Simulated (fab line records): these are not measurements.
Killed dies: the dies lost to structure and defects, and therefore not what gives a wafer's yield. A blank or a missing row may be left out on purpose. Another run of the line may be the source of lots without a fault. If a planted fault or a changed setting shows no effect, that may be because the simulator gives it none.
Which of the tools did it? + flow n5 finfet + 18 wafers from 6 lots sampled at 4 of the route's 1938 steps

## WHAT EACH GAUGE READ, for each wafer
N5_BEOL_M9_OCD_MEAS_38.
| lot  | measured     | on     | trench depth nm (nm) |
|------|--------------|--------|----------------------|
| L675 | day 11 10:05 | ocd-02 | 153.0 154.3 149.5    |
| L677 | day 11 18:47 | ocd-02 | 151.4 151.8 153.5    |
| L681 | day 12 20:26 | ocd-02 | 150.1 152.8 153.1    |
| L684 | day 13 08:09 | ocd-02 | 152.8 148.5 151.3    |
| L690 | day 14 07:59 | ocd-01 | 105.8 107.7 105.0    |
| L691 | day 15 06:14 | ocd-01 | 107.5 107.7 107.5    |

## WHAT TOOL EACH LOT RAN ON (gives the tool, then ch and the chambers of the sampled wafers, and finally the start)
| lot  | N5_BEOL_M9_STRIP_67                | N5_BEOL_M9_VIA_ETCH_34             | N5_BEOL_M9_TRENCH_ETCH_37          |
|------|------------------------------------|------------------------------------|------------------------------------|
| L675 | rie diel-02 ch 0,1, day 11 08:02   | rie diel-05 ch 0,1,2, day 11 09:49 | rie diel-05 ch 0,1,2, day 11 09:55 |
| L677 | rie diel-02 ch 2,3, day 11 17:09   | rie diel-04 ch 2,3, day 11 18:31   | rie diel-04 ch 2,3, day 11 18:37   |
| L681 | rie diel-02 ch 0,1,2, day 12 16:28 | rie diel-04 ch 2,3, day 12 20:10   | rie diel-04 ch 2,3, day 12 20:16   |
| L684 | rie diel-04 ch 1,2,3, day 13 06:53 | rie diel-04 ch 0,2,3, day 13 07:52 | rie diel-04 ch 0,2,3, day 13 07:58 |
| L690 | rie diel-05 ch 0,2, day 14 06:25   | rie diel-05 ch 0,2, day 14 07:35   | rie diel-05 ch 0,2, day 14 07:44   |
| L691 | rie diel-05 ch 1,2, day 15 03:52   | rie diel-05 ch 1,2, day 15 05:51   | rie diel-05 ch 1,2, day 15 06:00   |
- N5_BEOL_M9_STRIP_67: strips in CF4.
- N5_BEOL_M9_VIA_ETCH_34: etches SiCOH lowk in C4F6/O2, target depth 182.4 nm, time 68.4 s.
- N5_BEOL_M9_TRENCH_ETCH_37: etches SiCOH lowk in C4F6/O2, target depth 151.43 nm, time 49 s.

## THE ANSWER, worked out from the rows above alone
Rule: what is usual is taken from the lots themselves. The widest of any qualifying gaps counts: lots, ordered by their means at a reading, are off when they make up no more than a third of the lots, leave a main group of 4 or more, and stand apart from it by 3 or more times the standard deviation of that group's means. If all means in a main group match to the digits the tables above print for the reading, that group is not used. Also off: a lot with no number at a reading for which 4 or more lots have one. Where the step has rows for the other lots, those lots are counted as sound.
Off: L690, L691, at N5_BEOL_M9_OCD_MEAS_38 (trench depth nm). The main group: mean 151.8 nm, standard deviation 0.57.
If a tool, at a process step before that reading, ran all the lots that are off and no sound lot after the first of them, it fits. Those tools and the gauges at N5_BEOL_M9_OCD_MEAS_38 are tried in the same way. Can't be told from this: 2 tools fit, rie diel-05 at N5_BEOL_M9_STRIP_67 and N5_BEOL_M9_VIA_ETCH_34 and N5_BEOL_M9_TRENCH_ETCH_37, ocd-01 at N5_BEOL_M9_OCD_MEAS_38.

## WHAT THE SIMULATOR PUT IN
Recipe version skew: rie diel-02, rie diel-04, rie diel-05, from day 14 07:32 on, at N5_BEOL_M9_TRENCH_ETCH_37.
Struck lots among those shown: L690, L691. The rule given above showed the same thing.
